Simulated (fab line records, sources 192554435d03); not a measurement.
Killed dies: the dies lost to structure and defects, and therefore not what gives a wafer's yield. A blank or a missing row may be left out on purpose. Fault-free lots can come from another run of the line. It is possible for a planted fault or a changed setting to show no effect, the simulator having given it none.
fab line records | flow n5_finfet
[record] lots = 7 wafers = 19 last_day = 17
route steps=1938 shown MOL_CONTACT_COAG@612 BEOL_M4@1111
lots that met no fault: taken from a fault-free run of the same line
start_h: the number of hours between the record's first day and the start of the first shown wafer of the lot | wait_h: hours elapsed since this lot's preceding step | " same as the row above | L1.1+2: a row that stands for several wafers | - no value present, or no start provided | * or withheld: withheld | < > ~ a bound
route shown NAME@n: NAME is a module with steps in the file, n the number in the route of the first one | usual: mean/standard deviation of fault-free wafers | same: alike in all rows | chamber/n: place in a boat | sites: the reading at each site | _std_site: standard deviation of those values | _edge_site: mean of outer sites minus mean of inner sites | radius_mm: for every site, how far away it sits from the centre of the wafer | mask NAME#n: copy n | behind: tool/chamber where the wafer was last shaped | hold: why the lot went on hold/how many hours it stayed there/how the hold came to an end | device: whichever transistor did not switch (one of n, p or np) | end of line: tests run on the same wafers once the route is complete | where a step has no rows: the recipe by itself | killed: count of dies lost to structure and defects at first sort (not the wafer's yield) | map: shows each die of a wafer: x if killed, . if not, _ if none is there
set.NAME: the setting that was run; set.NAME@STEP: the one run at that earlier step | model.NAME: the simulator's own value behind a step, which no gauge read
lots seen at some steps along the route; tables by step, rows by wafer
services: a tool's chamber out of use, with start hour (start_h, from the record's first day; less than 0 if before it), hours out, and reason
[[steps]]
[step N5_MOL_CONTACT_COAG_STRIP_69]
[recipe] chemistry = N2/H2 temp_c = 40 n2_flow_sccm = 200 h2_flow_sccm = 200 rf_frequency_hz = 6e+07
[step N5_MOL_CONTACT_COAG_ETCHBACK_136]
[recipe] chemistry = CHF3 target = SiO2 target_depth_a = 250 time_s = 16.7 ion_energy_ev = 200 pressure_mtorr = 30 source_w = 610 bias_w = 170 Ar_flow_sccm = 200 CHF3_flow_sccm = 50
[usual] bias_w = 170.0/0.55 drypump_motor_current_A = 5.9/0.33 oes_f_703_au = 0.82/0.089 oes_product_au = 0.83/0.092 rf_vpp_V = 531/7.8 showerhead_plenum_p_Torr = 2.42/0.064 throttle_valve_pct = 18.70/0.27
// columns lot.wafer tool chamber start_h wait_h bias_w drypump_motor_current_A oes_f_703_au oes_product_au rf_hours_counter_h rf_vpp_V showerhead_plenum_p_Torr throttle_valve_pct
L659.1 rie_diel-01 1 101.64 0.0 170.2 6.1 0.70 0.71 223 539 2.35 18.86
L659.4 " 2 " " 170.1 5.9 0.72 0.72 - 533 2.46 18.84
L659.6 " 0 " " 170.9 6.0 0.91 0.92 - 523 2.51 18.46
L662.4 rie_diel-01 2 119.53 0.0 170.0 5.9 0.71 0.72 208 534 2.46 18.87
L662.5 " 0 " " 170.3 6.0 0.89 0.89 - 525 2.51 18.47
L662.6 " 1 " " 170.3 6.1 0.69 0.72 - 537 2.34 18.86
L667.1 rie_diel-02 2 149.71 0.0 170.4 6.2 0.87 0.90 36 550 2.41 18.24
L667.2 " 1 " " 170.3 5.5 0.72 0.72 195 523 2.47 19.13
L667.5 " 1 " " 170.0 5.5 0.72 0.72 - 523 2.47 19.11
L669.1 rie_diel-06 1 160.93 0.0 171.9 6.5 0.91 0.94 10 535 2.42 18.77
L669.4 " 0 " " 169.3 6.2 0.91 0.93 19 533 2.33 18.76
L670.1 rie_diel-02 2 168.13 0.0 170.4 6.2 0.86 0.90 42 550 2.41 18.27
L670.4 " 3 " " 170.1 5.5 0.89 0.89 15 519 2.44 18.30
L677.1 rie_diel-06 1 205.61 0.0 169.2 6.5 0.87 0.90 26 535 2.42 18.80
L677.4 " 2 " " 169.4 5.7 0.87 0.87 51 527 2.32 18.59
L677.5 " 1 " " 168.1 6.5 0.87 0.89 - 535 2.42 18.80
L682.1 rie_diel-02 2 245.09 0.0 169.5 6.2 0.83 0.85 67 549 2.40 18.32
L682.3 " 1 " " 170.0 5.5 0.69 0.70 230 523 2.45 19.16
L682.6 " 0 " " 169.6 6.0 0.82 0.81 - 528 2.40 18.53
[step N5_MOL_CONTACT_COAG_STRIP_120]
[recipe] chemistry = CHF3 resist = SiARC rf_frequency_hz = 6e+07
[step N5_MOL_CONTACT_COAG_VIA_ETCH_117]
[recipe] chemistry = C4F6/O2 target_depth_a = 400 overetch_a = 80 mask_material = SOC target = SiO2 bias_w = 455 pressure_mtorr = 10 time_s = 26 source_w = 325 Ar_flow_sccm = 300 C4F6_flow_sccm = 10 O2_flow_sccm = 10 ion_energy_ev = 575.3 ends = end_point
[usual] bias_w = 455.1/1.4 drypump_motor_current_A = 5.9/0.34 oes_f_703_au = 0.82/0.091 oes_product_au = 0.74/0.075 rf_vpp_V = 1607/22 showerhead_plenum_p_Torr = 2.89/0.075 throttle_valve_pct = 41.1/0.34
// columns lot.wafer tool chamber start_h wait_h bias_w drypump_motor_current_A oes_f_703_au oes_product_au rf_hours_counter_h rf_vpp_V showerhead_plenum_p_Torr throttle_valve_pct
L659.1 rie_diel-01 1 101.67 0.0 453.8 6.0 0.71 0.64 223 1624 2.80 41.1
L659.4 " 2 " " 455.0 5.9 0.72 0.65 - 1617 2.93 41.1
L659.6 " 0 " " 454.1 6.0 0.91 0.79 - 1585 2.99 40.8
L662.4 rie_diel-01 2 119.56 0.0 457.9 5.9 0.72 0.65 208 1617 2.93 41.1
L662.5 " 0 " " 453.2 6.0 0.90 0.79 - 1588 2.99 40.8
L662.6 " 1 " " 455.5 6.1 0.70 0.64 - 1625 2.80 41.1
L667.1 rie_diel-02 2 149.74 0.0 452.5 6.2 0.87 0.79 36 1658 2.87 40.8
L667.2 " 1 " " 454.1 5.5 0.72 0.66 195 1586 2.95 41.1
L667.5 " 1 " " 454.6 5.5 0.72 0.66 - 1587 2.95 41.1
L669.1 rie_diel-06 1 160.97 0.0 454.4 6.6 0.92 0.84 10 1618 2.89 41.1
L669.4 " 0 " " 457.2 6.2 0.91 0.80 19 1610 2.78 41.8
L670.1 rie_diel-02 2 168.16 0.0 456.3 6.2 0.86 0.79 42 1659 2.87 40.8
L670.4 " 3 " " 454.7 5.5 0.91 0.81 15 1576 2.91 41.0
L677.1 rie_diel-06 1 205.64 0.0 453.2 6.6 0.88 0.79 26 1616 2.88 41.1
L677.4 " 2 " " 454.1 5.7 0.86 0.77 51 1598 2.77 41.2
L677.5 " 1 " " 453.3 6.6 0.88 0.80 - 1617 2.88 41.1
L682.1 rie_diel-02 2 245.13 0.0 456.2 6.2 0.83 0.76 67 1660 2.86 40.8
L682.3 " 1 " " 456.9 5.5 0.70 0.64 230 1585 2.93 41.1
L682.6 " 0 " " 455.6 6.0 0.82 0.74 - 1600 2.87 40.7
[step N5_MOL_CONTACT_COAG_ETCH_124]
[recipe] chemistry = CH3F/O2 target = SiNx target_depth_a = 65 mask_material = SOC stop_on = SiOC over_etch_frac = 0.3 ion_energy_ev = 120 pressure_mtorr = 30 source_w = 395 bias_w = 73 Ar_flow_sccm = 150 CH3F_flow_sccm = 30 O2_flow_sccm = 20 ends = end_point
[usual] bias_w = 73.04/0.24 drypump_motor_current_A = 5.9/0.34 oes_f_703_au = 0.82/0.089 oes_product_au = 0.71/0.074 rf_vpp_V = 301/4.5 showerhead_plenum_p_Torr = 2.04/0.056 throttle_valve_pct = 16.29/0.27
// columns lot.wafer tool chamber start_h wait_h bias_w drypump_motor_current_A oes_f_703_au oes_product_au rf_hours_counter_h rf_vpp_V showerhead_plenum_p_Torr throttle_valve_pct
L659.1 rie_diel-01 1 101.70 0.0 72.93 6.1 0.69 0.62 223 305 1.97 16.47
L659.4 " 2 " " 72.78 5.9 0.72 0.63 - 304 2.07 16.47
L659.6 " 0 " " 73.37 6.0 0.91 0.77 - 297 2.11 16.04
L662.4 rie_diel-01 2 119.59 0.0 72.75 5.9 0.72 0.61 208 304 2.07 16.49
L662.5 " 0 " " 72.90 6.0 0.89 0.76 - 299 2.11 16.06
L662.6 " 1 " " 73.04 6.1 0.69 0.61 - 304 1.97 16.50
L667.1 rie_diel-02 2 149.77 0.0 73.04 6.2 0.86 0.76 36 312 2.02 15.85
L667.2 " 1 " " 73.03 5.5 0.72 0.63 195 296 2.08 16.74
L667.5 " 1 " " 72.92 5.5 0.72 0.63 - 297 2.08 16.73
L669.1 rie_diel-06 1 161.00 0.0 73.23 6.5 0.91 0.80 10 303 2.04 16.36
L669.4 " 0 " " 73.09 6.2 0.91 0.78 19 302 1.96 16.35
L670.1 rie_diel-02 2 168.19 0.0 73.08 6.2 0.85 0.76 42 313 2.02 15.89
L670.4 " 3 " " 72.98 5.5 0.90 0.77 15 296 2.05 15.87
L677.1 rie_diel-06 1 205.67 0.0 73.22 6.5 0.86 0.77 26 303 2.04 16.41
L677.4 " 2 " " 73.27 5.7 0.86 0.74 51 300 1.95 16.16
L677.5 " 1 " " 73.26 6.5 0.87 0.76 - 304 2.04 16.40
L682.1 rie_diel-02 2 245.16 0.0 72.66 6.2 0.82 0.73 67 313 2.01 15.91
L682.3 " 1 " " 72.70 5.5 0.70 0.61 230 296 2.07 16.81
L682.6 " 0 " " 73.11 6.0 0.82 0.71 - 300 2.02 16.12
[step N5_MOL_CONTACT_COAG_ETCH_48]
[recipe] chemistry = C4F6/O2 target_depth_a = 150 overetch_a = 45 mask_material = SOC target = SiOC bias_w = 465 pressure_mtorr = 10 time_s = 17 source_w = 335 Ar_flow_sccm = 300 C4F6_flow_sccm = 10 O2_flow_sccm = 10 ion_energy_ev = 576
[usual] bias_w = 465.0/1.4 drypump_motor_current_A = 5.9/0.34 oes_f_703_au = 0.82/0.091 oes_product_au = 0.68/0.078 rf_vpp_V = 1609/22 showerhead_plenum_p_Torr = 2.89/0.075 throttle_valve_pct = 40.7/0.33
// columns lot.wafer tool chamber start_h wait_h bias_w drypump_motor_current_A oes_f_703_au oes_product_au rf_hours_counter_h rf_vpp_V showerhead_plenum_p_Torr throttle_valve_pct
L659.1 rie_diel-01 1 101.74 0.0 466.8 6.1 0.71 0.57 224 1626 2.80 40.6
L659.4 " 2 " " 464.9 5.9 0.72 0.60 - 1619 2.93 40.7
L659.6 " 0 " " 463.5 6.0 0.92 0.71 - 1589 2.99 40.3
L662.4 rie_diel-01 2 119.63 0.0 463.9 5.9 0.71 0.63 208 1618 2.93 40.7
L662.5 " 0 " " 463.4 6.0 0.89 0.78 - 1587 2.99 40.3
L662.6 " 1 " " 463.8 6.1 0.70 0.60 - 1625 2.80 40.7
L667.1 rie_diel-02 2 149.81 0.0 466.0 6.2 0.88 0.72 36 1664 2.87 40.3
L667.2 " 1 " " 466.3 5.5 0.72 0.60 195 1590 2.95 40.7
L667.5 " 1 " " 465.3 5.5 0.72 0.60 - 1588 2.95 40.7
L669.1 rie_diel-06 1 161.04 0.0 464.6 6.5 0.92 0.75 10 1617 2.89 40.6
L669.4 " 0 " " 463.8 6.2 0.91 0.76 19 1612 2.78 41.3
L670.1 rie_diel-02 2 168.23 0.0 464.1 6.2 0.86 0.70 42 1663 2.87 40.3
L670.4 " 3 " " 464.1 5.5 0.89 0.74 15 1575 2.91 40.5
L677.1 rie_diel-06 1 205.71 0.0 466.6 6.5 0.89 0.77 27 1620 2.88 40.6
L677.4 " 2 " " 466.3 5.7 0.86 0.74 51 1599 2.77 40.7
L677.5 " 1 " " 466.2 6.5 0.89 0.77 - 1618 2.88 40.6
L682.1 rie_diel-02 2 245.20 0.0 464.9 6.2 0.84 0.69 67 1660 2.86 40.3
L682.3 " 1 " " 464.2 5.5 0.70 0.57 230 1586 2.93 40.7
L682.6 " 0 " " 469.0 6.0 0.83 0.64 - 1601 2.87 40.2
[step N5_MOL_CONTACT_COAG_STRIP_72]
[recipe] chemistry = N2/H2 power_w = 450 temp_c = 40 pressure_mtorr = 20 rf_frequency_hz = 6e+07 overash_fraction = 3 bias_power_w = 7 h2_frac = 0.5 n2_flow_sccm = 200 h2_flow_sccm = 200
[usual] drypump_motor_current_A = 5.9/0.33 oes_product_au = 0.83/0.095 rf_vpp_V = 59.5/1.8 showerhead_plenum_p_Torr = 2.58/0.068 throttle_valve_pct = 23.64/0.27
// columns lot.wafer tool chamber start_h wait_h drypump_motor_current_A oes_product_au rf_hours_counter_h rf_vpp_V showerhead_plenum_p_Torr throttle_valve_pct
L659.1 rie_diel-01 1 101.79 0.0 6.0 0.71 224 61.5 2.51 23.92
L659.4 " 2 " " 5.9 0.72 - 57.9 2.61 23.46
L659.6 " 0 " " 6.0 0.93 - 61.9 2.71 23.63
L662.4 rie_diel-01 2 119.68 0.0 5.9 0.73 208 59.3 2.61 23.49
L662.5 " 0 " " 6.0 0.90 - 62.7 2.71 23.61
L662.6 " 1 " " 6.1 0.71 - 60.8 2.51 23.98
L667.1 rie_diel-02 2 149.87 0.0 6.2 0.90 36 56.1 2.58 23.12
L667.2 " 1 " " 5.5 0.73 195 62.6 2.60 23.50
L667.5 " 1 " " 5.5 0.73 - 61.2 2.60 23.52
L669.1 rie_diel-06 1 161.09 0.0 6.5 0.95 10 58.5 2.59 23.70
L669.4 " 0 " " 6.2 0.90 19 59.7 2.48 24.15
L670.1 rie_diel-02 2 168.28 0.0 6.2 0.90 42 59.9 2.58 23.13
L670.4 " 3 " " 5.5 0.89 15 58.6 2.60 23.45
L677.1 rie_diel-06 1 205.76 0.0 6.5 0.91 27 62.8 2.59 23.69
L677.4 " 2 " " 5.7 0.88 51 59.2 2.48 23.85
L677.5 " 1 " " 6.5 0.90 - 59.5 2.59 23.72
L682.1 rie_diel-02 2 245.25 0.0 6.2 0.85 67 60.6 2.57 23.14
L682.3 " 1 " " 5.5 0.70 230 59.9 2.59 23.50
L682.6 " 0 " " 6.0 0.82 - 59.5 2.57 23.44
[step N5_MOL_CONTACT_COAG_STRIP_49]
[recipe] chemistry = N2/H2 time_s = 30 power_w = 1000 temp_c = 250 pressure_mtorr = withheld n2_flow_sccm = 1750 h2_flow_sccm = 3250
[step N5_MOL_CONTACT_COAG_PRECLEAN_138]
[recipe] chemistry = alkaline_clean temp_c = 60 time_s = 60 do_ppb = 50
[step N5_MOL_CONTACT_COAG_SRD_139]
[recipe] dry = ipa_marangoni time_s = 30 temp_c = 23 rinse_liquid = diw
[step N5_MOL_CONTACT_COAG_CD_MEAS_101]
[recipe] target_cd_nm = 16
[usual] cd_nm = 16.0/0.35
// columns lot.wafer tool chamber start_h wait_h cd_nm
L659.1 cd_sem-03 - 102.02 0.0 16.1
L659.4 " - " " 15.9
L659.6 " - " " 16.8
L662.4 cd_sem-01 - 119.92 0.0 15.8
L662.5 " - " " 16.3
L662.6 " - " " 15.6
L667.1 cd_sem-03 - 150.09 0.0 16.4
L667.2 " - " " 16.0
L667.5 " - " " 16.1
L669.1 cd_sem-02 - 161.32 0.0 15.6
L669.4 " - " " 15.5
L670.1 cd_sem-01 - 168.51 0.0 16.1
L670.4 " - " " 15.8
L677.1 cd_sem-03 - 205.99 0.0 15.9
L677.4 " - " " 15.9
L677.5 " - " " 15.6
L682.1 cd_sem-02 - 245.48 0.0 15.7
L682.3 " - " " 15.7
L682.6 " - " " 15.9
[step N5_MOL_CONTACT_COAG_PRE_CLEAN_121]
[recipe] gas = H2/He time_s = * temp_c = withheld
[step N5_MOL_CONTACT_COAG_CVD_140]
[recipe] material = W target_thk_a = 665 mode = selective_fill temp_c = 300 time_s = 215
[usual] heater_power_w = 475/34 run_length_s = 285.7/0.56
// columns lot.wafer tool chamber start_h wait_h heater_power_w run_length_s
L659.1 cvd_w-02 0 102.15 0.1 444 286.2
L659.4 " 0 " " 442 285.8
L659.6 " 0 " " 440 285.8
L662.4 cvd_w-01 1 120.13 0.1 437 284.8
L662.5 " 0 " " 500 285.6
L662.6 " 1 " " 440 284.8
L667.1 cvd_w-01 1 150.22 0.1 443 198.4
L667.2 " 0 " " 508 285.7
L667.5 " 1 " " 445 284.7
L669.1 cvd_w-01 1 161.46 0.1 441 199.3
L669.4 " 1 " " 446 198.3
L670.1 cvd_w-01 0 168.64 0.1 501 199.7
L670.4 " 0 " " 511 199.8
L677.1 cvd_w-02 0 206.12 0.1 452 285.9
L677.4 " 0 " " 443 285.9
L677.5 " 0 " " 435 286.4
L682.1 cvd_w-02 1 245.61 0.1 506 285.6
L682.3 " 0 " " 446 286.2
L682.6 " 1 " " 504 286.1
[step N5_MOL_CONTACT_COAG_PRECLEAN_127]
[recipe] chemistry = DIW time_s = 57.5 temp_c = 23
[step N5_BEOL_M4_RC_MEAS_101]
[usual] DIBL_N = 36.9/1.7 DIBL_P = 37.3/2.3 IOFF_N = 0.16/0.033 IOFF_P = 0.22/0.04 ION_N = 673/12 ION_P = 463/8 SS_N = 71.6/0.58 SS_P = 73.4/0.74 VT_N = 250/3.2 VT_P = -250/3.4
// columns lot.wafer tool chamber start_h wait_h DIBL_N[mV/V] DIBL_P[mV/V] IOFF_N[nA/um] IOFF_P[nA/um] ION_N[uA/um] ION_P[uA/um] SS_N[mV/dec] SS_P[mV/dec] VT_N[mV] VT_P[mV]
L659.1 prober-01 0 165.63 0.0 35.3 35.2 0.14 0.19 664 458 71.4 72.5 251 -252
L659.4 " 0 " " 39.5 41.3 0.25 0.30 687 469 72.6 74.3 247 -247
L659.6 " 0 " " 38.5 39.8 0.22 0.28 680 467 71.9 73.9 244 -248
L662.4 prober-02 0 186.59 0.5 35.9 37.2 0.16 0.22 677 467 72.1 72.7 249 -249
L662.5 " 0 " " 37.6 39.0 0.19 0.25 672 466 72.5 73.2 247 -248
L662.6 " 0 " " 34.1 35.3 0.13 0.18 663 454 71.8 72.8 252 -251
L667.1 prober-02 0 216.99 0.0 35.8 36.0 0.14 0.18 670 462 71.4 72.7 255 -253
L667.2 " 0 " " 40.1 41.3 0.21 0.28 676 468 72.9 74.5 250 -248
L667.5 " 0 " " 37.4 37.6 0.15 0.21 663 460 71.5 72.8 254 -251
L669.1 prober-02 0 225.44 0.0 38.9 38.5 0.18 0.27 675 470 72.4 74.2 253 -245
L669.4 " 0 " " 36.1 36.2 0.14 0.23 663 466 71.3 72.8 251 -250
L670.1 prober-01 0 242.29 0.0 35.9 35.8 0.13 0.19 673 464 71.4 72.4 252 -251
L670.4 " 0 " " 33.1 32.9 0.10 0.15 642 456 70.3 72.1 256 -250
L677.1 prober-01 0 271.79 0.0 32.8 30.3 0.09 0.14 654 454 70.1 71.5 256 -254
L677.4 " 0 " " 34.8 32.6 0.11 0.17 671 463 70.9 72.6 255 -248
L677.5 " 0 " " 37.4 35.4 0.14 0.19 678 464 71.7 73.2 253 -250
L682.1 prober-02 0 310.92 0.0 36.1 35.6 0.12 0.18 661 457 71.6 72.2 255 -253
L682.3 " 0 " " 37.0 37.3 0.14 0.21 683 468 70.8 72.8 251 -250
L682.6 " 0 " " 35.4 35.4 0.12 0.18 666 467 71.0 72.0 256 -251
[[services]]
// columns tool chamber start_h hours kind
cvd_w-02 - 79.95 9.5 repair
rie_diel-01 3 85.99 - clean
rie_diel-01 3 85.99 - consumable_replace:focus_ring
rie_diel-01 3 85.99 - consumable_replace:showerhead
rie_diel-01 3 85.99 19.1 scheduled_down
rie_diel-01 3 85.99 19.1 vent_cycle
rie_diel-01 - 86.10 14.6 pm
rie_diel-06 0 89.21 9.2 repair
rie_diel-02 3 93.61 - clean
rie_diel-02 3 93.61 - consumable_replace:focus_ring
rie_diel-02 3 93.61 30.6 scheduled_down
rie_diel-02 3 93.61 30.6 vent_cycle
rie_diel-06 0 98.67 - clean
cvd_w-02 1 119.03 7.4 repair
rie_diel-02 2 171.75 5.4 repair
rie_diel-01 1 172.90 - clean
rie_diel-01 1 172.90 - consumable_replace:focus_ring
rie_diel-01 1 172.90 20.6 scheduled_down
rie_diel-01 1 172.90 20.6 vent_cycle
cvd_w-01 - 177.56 6.9 pm
rie_diel-01 - 189.34 0.3 repair
cvd_w-02 1 216.40 3.0 repair
rie_diel-01 2 218.92 9.9 repair
rie_diel-02 0 219.88 3.8 repair
[[key]]
[first_sign] step = N5_MOL_CONTACT_COAG_CVD_140 reading = run_length_s direction = down sigmas = 99+ usual = * struck = *
effect none on later readings
met_at N5_MOL_CONTACT_COAG_CVD_140
struck_wafers L667.1,L669.1,L669.4,L670.1,L670.4
sort_left_out L667.1,L669.1,L669.4,L670.1,L670.4
onset_between 120.13 150.22
[fault] kind = process_parameter_drift tool = cvd_w-01 chamber = - onset_h = 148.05 steps = N5_MOL_CONTACT_COAG_CVD_140 channel = time_s offset = * shape = step end_h = 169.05 scope = struck_wafers_only acts_in = * stated = *
// sort_left_out: the simulated sort isn't trusted on such a fault, so these wafers' sort isn't shown, and their yield isn't known
